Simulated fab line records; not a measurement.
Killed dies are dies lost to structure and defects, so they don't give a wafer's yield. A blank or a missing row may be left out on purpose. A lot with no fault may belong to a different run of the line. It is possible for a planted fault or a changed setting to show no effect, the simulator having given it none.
What tool caused it? ; flow n5Finfet ; route of 1938 steps, sampled at 1 step: 11 lots, 32 wafers

WHAT THE GAUGES READ, wafer by wafer
N5_BEOL_M5_CD_MEAS_18: pitch 56 nm, target cd 28 nm.
lot;measured;on;cdNm (nm)
L611;day 8 12:52;cdSem-01;27.6 27.6 27.4
L613;day 9 07:16;cdSem-01;27.7 28.4 28.4
L614;day 9 08:06;cdSem-03;28.1 28.0 28.1
L617;day 10 00:26;cdSem-01;28.0 28.2
L620;day 10 15:52;cdSem-01;27.7 28.5 27.3
L619;day 10 19:02;cdSem-02;28.1 27.7 28.3
L624;day 12 02:26;cdSem-01;27.2 28.1 27.1
L630;day 13 08:46;cdSem-01;27.8 28.4 28.5
L632;day 14 00:19;cdSem-01;28.1 27.9 28.4
L631;day 14 02:32;cdSem-03;27.9 28.3 27.6
L633;day 14 07:06;cdSem-03;27.9 28.1 26.9

WHAT TOOL EACH LOT RAN ON (gives the tool, then ch and the chambers of the sampled wafers, and finally the start)
No process step before these readings appears in the record.

THE ANSWER, worked out from the rows above alone
Rule: the lots themselves supply what counts as usual. Put in order of their means at a reading, lots are off if they are a third of the lots or fewer, leave a main group of 4 or more, and stand apart from it by a gap of 3 or more times the standard deviation of the main group's means; of several such gaps the widest counts. The tables above print the reading to a certain number of digits; a main group whose means all agree to those digits is not used. A lot without any number at a reading at which 4 lots or more have one is off too. All remaining lots with rows at the step are treated as sound.
No lot is off on any of the readings shown, so nothing can be concluded from this.

WHAT THE SIMULATOR HAD INSERTED
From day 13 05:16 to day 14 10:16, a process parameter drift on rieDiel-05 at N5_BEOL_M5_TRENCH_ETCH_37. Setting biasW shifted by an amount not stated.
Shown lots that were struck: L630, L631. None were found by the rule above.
